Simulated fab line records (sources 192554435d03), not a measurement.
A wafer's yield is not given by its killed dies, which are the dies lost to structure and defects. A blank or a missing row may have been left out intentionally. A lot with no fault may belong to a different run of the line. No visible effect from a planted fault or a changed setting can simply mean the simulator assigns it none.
Split-lot trial / flow n5Finfet / 39 wafers read across 7 lots, on a route 1938 steps long

## ON THE SPLIT
At N5_BEOL_M7_TRENCH_ETCH_37 (etches SiCOH lowk in C4F6/O2, target depth 93.478 nm, time 31.2 s), the setting timeS was moved away from the recipe's 31.2 s on 12 of the 39 wafers read, by -50.8% to +25.9%. This setting was run at the recipe's value on the other wafers.

## FROM THE SPLIT TO THE READING: what the file shows between them, 11 steps
- N5_BEOL_M7_ETCH_41: etches SiCN in CH3F/O2, target depth 31.9 nm, time 57.8 s
- N5_BEOL_M7_STRIP_80: strips in N2/H2, time 10 s
- N5_BEOL_M7_OCD_MEAS_38
- N5_BEOL_M7_HM_STRIP_39: strips TiN in peroxide tin strip, target depth 25 nm, time 158 s
- N5_BEOL_M7_SRD_40: time 30 s
- N5_BEOL_M7_ECD_50: material Cu, target thk 300 nm
- N5_BEOL_M7_ANNEAL_51: time 90 s
- N5_BEOL_M7_CMP_52: polishes, stops on SiCOH lowk, t overpolish 6.9 s, target thk 80 nm
- N5_BEOL_M7_THK_MEAS_53: measures by xrf
- N5_BEOL_M7_PRE_CLEAN_55: time 15 s
- N5_BEOL_M7_DEP_56: deposits SiCN from 3MS/NH3, target thk 10 nm, time 17.5 s

## THE READING
Measured at N5_BEOL_M7_RS_MEAS_57 by four-point probe: M7_RS, in ohm/sq. Fault-free wafers of this fab line usually give 0.286 ohm/sq, standard deviation 0.013 ohm/sq.

wafer=L074.1; tool, chamber at the split=rieDiel-04, 2; timeS as run, s=19.83; against the recipe=-36.4%; M7_RS, ohm/sq=0.581; against lot-mates on the recipe=+0.272
wafer=L074.2; tool, chamber at the split=rieDiel-04, 3; timeS as run, s=31.2; against the recipe=recipe; M7_RS, ohm/sq=0.307; against lot-mates on the recipe=-
wafer=L074.3; tool, chamber at the split=rieDiel-04, 0; timeS as run, s=31.2; against the recipe=recipe; M7_RS, ohm/sq=0.305; against lot-mates on the recipe=-
wafer=L074.4; tool, chamber at the split=rieDiel-04, 1; timeS as run, s=31.2; against the recipe=recipe; M7_RS, ohm/sq=0.315; against lot-mates on the recipe=-
wafer=L074.5; tool, chamber at the split=rieDiel-04, 2; timeS as run, s=19.83; against the recipe=-36.4%; M7_RS, ohm/sq=0.647; against lot-mates on the recipe=+0.338
wafer=L074.6; tool, chamber at the split=rieDiel-04, 1; timeS as run, s=19.83; against the recipe=-36.4%; M7_RS, ohm/sq=0.639; against lot-mates on the recipe=+0.330
wafer=L080.1; tool, chamber at the split=rieDiel-02, 2; timeS as run, s=31.2; against the recipe=recipe; M7_RS, ohm/sq=0.283; against lot-mates on the recipe=-
wafer=L080.2; tool, chamber at the split=rieDiel-02, 1; timeS as run, s=31.2; against the recipe=recipe; M7_RS, ohm/sq=0.289; against lot-mates on the recipe=-
wafer=L080.3; tool, chamber at the split=rieDiel-02, 3; timeS as run, s=31.2; against the recipe=recipe; M7_RS, ohm/sq=0.271; against lot-mates on the recipe=-
wafer=L080.4; tool, chamber at the split=rieDiel-02, 2; timeS as run, s=31.2; against the recipe=recipe; M7_RS, ohm/sq=0.280; against lot-mates on the recipe=-
wafer=L080.5; tool, chamber at the split=rieDiel-02, 1; timeS as run, s=31.2; against the recipe=recipe; M7_RS, ohm/sq=0.288; against lot-mates on the recipe=-
wafer=L080.6; tool, chamber at the split=rieDiel-02, 3; timeS as run, s=31.2; against the recipe=recipe; M7_RS, ohm/sq=0.276; against lot-mates on the recipe=-
wafer=L086.2; tool, chamber at the split=rieDiel-02, 0; timeS as run, s=31.2; against the recipe=recipe; M7_RS, ohm/sq=0.268; against lot-mates on the recipe=-
wafer=L086.4; tool, chamber at the split=rieDiel-02, 2; timeS as run, s=31.2; against the recipe=recipe; M7_RS, ohm/sq=0.278; against lot-mates on the recipe=-
wafer=L086.6; tool, chamber at the split=rieDiel-02, 1; timeS as run, s=31.2; against the recipe=recipe; M7_RS, ohm/sq=0.280; against lot-mates on the recipe=-
wafer=L089.1; tool, chamber at the split=rieDiel-04, 1; timeS as run, s=31.2; against the recipe=recipe; M7_RS, ohm/sq=0.293; against lot-mates on the recipe=-
wafer=L089.2; tool, chamber at the split=rieDiel-04, 0; timeS as run, s=19.96; against the recipe=-36.0%; M7_RS, ohm/sq=0.573; against lot-mates on the recipe=+0.281
wafer=L089.3; tool, chamber at the split=rieDiel-04, 2; timeS as run, s=19.96; against the recipe=-36.0%; M7_RS, ohm/sq=0.594; against lot-mates on the recipe=+0.302
wafer=L089.4; tool, chamber at the split=rieDiel-04, 3; timeS as run, s=19.96; against the recipe=-36.0%; M7_RS, ohm/sq=0.577; against lot-mates on the recipe=+0.285
wafer=L089.5; tool, chamber at the split=rieDiel-04, 0; timeS as run, s=31.2; against the recipe=recipe; M7_RS, ohm/sq=0.296; against lot-mates on the recipe=-
wafer=L089.6; tool, chamber at the split=rieDiel-04, 3; timeS as run, s=31.2; against the recipe=recipe; M7_RS, ohm/sq=0.287; against lot-mates on the recipe=-
wafer=L087.1; tool, chamber at the split=rieDiel-02, 2; timeS as run, s=31.2; against the recipe=recipe; M7_RS, ohm/sq=0.289; against lot-mates on the recipe=-
wafer=L087.2; tool, chamber at the split=rieDiel-02, 3; timeS as run, s=31.2; against the recipe=recipe; M7_RS, ohm/sq=0.290; against lot-mates on the recipe=-
wafer=L087.3; tool, chamber at the split=rieDiel-02, 1; timeS as run, s=31.2; against the recipe=recipe; M7_RS, ohm/sq=0.276; against lot-mates on the recipe=-
wafer=L087.4; tool, chamber at the split=rieDiel-02, 0; timeS as run, s=31.2; against the recipe=recipe; M7_RS, ohm/sq=0.269; against lot-mates on the recipe=-
wafer=L087.5; tool, chamber at the split=rieDiel-02, 0; timeS as run, s=31.2; against the recipe=recipe; M7_RS, ohm/sq=0.269; against lot-mates on the recipe=-
wafer=L087.6; tool, chamber at the split=rieDiel-02, 1; timeS as run, s=31.2; against the recipe=recipe; M7_RS, ohm/sq=0.282; against lot-mates on the recipe=-
wafer=L091.1; tool, chamber at the split=rieDiel-04, 0; timeS as run, s=31.2; against the recipe=recipe; M7_RS, ohm/sq=0.285; against lot-mates on the recipe=-
wafer=L091.2; tool, chamber at the split=rieDiel-04, 3; timeS as run, s=31.2; against the recipe=recipe; M7_RS, ohm/sq=0.286; against lot-mates on the recipe=-
wafer=L091.3; tool, chamber at the split=rieDiel-04, 1; timeS as run, s=39.29; against the recipe=+25.9%; M7_RS, ohm/sq=0.219; against lot-mates on the recipe=-0.071
wafer=L091.4; tool, chamber at the split=rieDiel-04, 2; timeS as run, s=39.29; against the recipe=+25.9%; M7_RS, ohm/sq=0.216; against lot-mates on the recipe=-0.074
wafer=L091.5; tool, chamber at the split=rieDiel-04, 3; timeS as run, s=39.29; against the recipe=+25.9%; M7_RS, ohm/sq=0.206; against lot-mates on the recipe=-0.084
wafer=L091.6; tool, chamber at the split=rieDiel-04, 2; timeS as run, s=31.2; against the recipe=recipe; M7_RS, ohm/sq=0.300; against lot-mates on the recipe=-
wafer=L096.1; tool, chamber at the split=rieDiel-06, 0; timeS as run, s=15.35; against the recipe=-50.8%; M7_RS, ohm/sq=0.837; against lot-mates on the recipe=+0.562
wafer=L096.2; tool, chamber at the split=rieDiel-06, 2; timeS as run, s=31.2; against the recipe=recipe; M7_RS, ohm/sq=0.280; against lot-mates on the recipe=-
wafer=L096.3; tool, chamber at the split=rieDiel-06, 3; timeS as run, s=15.35; against the recipe=-50.8%; M7_RS, ohm/sq=0.849; against lot-mates on the recipe=+0.574
wafer=L096.4; tool, chamber at the split=rieDiel-06, 1; timeS as run, s=15.35; against the recipe=-50.8%; M7_RS, ohm/sq=0.746; against lot-mates on the recipe=+0.471
wafer=L096.5; tool, chamber at the split=rieDiel-06, 0; timeS as run, s=31.2; against the recipe=recipe; M7_RS, ohm/sq=0.275; against lot-mates on the recipe=-
wafer=L096.6; tool, chamber at the split=rieDiel-06, 1; timeS as run, s=31.2; against the recipe=recipe; M7_RS, ohm/sq=0.269; against lot-mates on the recipe=-

FIT RESULTS
A straight line over all 39 wafers: M7_RS changes by -0.00843 ohm/sq for each +1% of timeS; r = -0.96; the points scatter about the line by 0.05 ohm/sq.
The same after taking each lot's own level away (the mean of its wafers on the recipe; 39 wafers): -0.00837 ohm/sq for each +1%; r = -0.96; scatter 0.05 ohm/sq.
The reading moves by 0.43 ohm/sq for the largest change in timeS, on that fit.
The lots' own levels span 0.2747 to 0.3090 ohm/sq, that is 2.6 times the standard deviation above.
The two slopes agree, so the slope changes little with the lot-to-lot level.
Check: +0.424 ohm/sq against its lot-mates is what the line predicts for one of the wafers moved furthest among these (-50.8%) when that wafer is left out of the fit. It came out at +0.562 ohm/sq against them.

## ADDITIONAL SPLITS CARRIED BY THESE WAFERS
These wafers also went through other splits before the reading. Each is held against what the fit with the lots' levels taken away leaves over:
other split on the same wafers=N5_SD_EPI_N_DESCUM_14 timeS; wafers away from the commonest value=12; r with M7_RS (lot level and that fit taken away)=+0.15
other split on the same wafers=N5_ILD0_PRECLEAN_10 timeS; wafers away from the commonest value=15; r with M7_RS (lot level and that fit taken away)=+0.26
other split on the same wafers=N5_GATE_CUT_ALD_22 aldCycles; wafers away from the commonest value=18; r with M7_RS (lot level and that fit taken away)=+0.13
other split on the same wafers=N5_BEOL_M4_ILD_DEP_00 timeS; wafers away from the commonest value=18; r with M7_RS (lot level and that fit taken away)=+0.17

## THE WHOLE CHAIN: every reading that the file lists as answering this split, in the file's order
step=N5_BEOL_M7_TRENCH_ETCH_37; what it does=etches SiCOH lowk in C4F6/O2, target depth 93.478 nm, time 31.2 s; reading=etch.depthNm (the simulator's own value, which no gauge read); change (the file's fit)=+0.935 nm for each +1% of the setting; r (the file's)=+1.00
step=N5_BEOL_M7_TRENCH_ETCH_37; what it does=etches SiCOH lowk in C4F6/O2, target depth 93.478 nm, time 31.2 s; reading=BEOL_M7.featureDepthNm (the simulator's own value, which no gauge read); change (the file's fit)=+0.936 nm for each +1% of the setting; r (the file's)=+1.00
step=N5_BEOL_M7_OCD_MEAS_38; what it does=; reading=trenchDepthNm; change (the file's fit)=+0.937 nm for each +1% of the setting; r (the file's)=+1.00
step=N5_BEOL_M7_CMP_52; what it does=polishes, stops on SiCOH lowk, t overpolish 6.9 s, target thk 80 nm; reading=Cu_of_BEOL_M7_ECD_50.thkNm (the simulator's own value, which no gauge read); change (the file's fit)=+0.929 nm for each +1% of the setting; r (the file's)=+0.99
step=N5_BEOL_M7_THK_MEAS_53; what it does=measures by xrf; reading=M7_THK; change (the file's fit)=+0.922 for each +1% of the setting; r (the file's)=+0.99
step=N5_BEOL_M7_RS_MEAS_57; what it does=measures by four-point-probe; reading=M7_RS; change (the file's fit)=-0.00868 for each +1% of the setting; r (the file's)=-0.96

## FILE'S OWN FIT
M7_RS changes by -0.00868 ohm/sq for each +1% of timeS, r = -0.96.
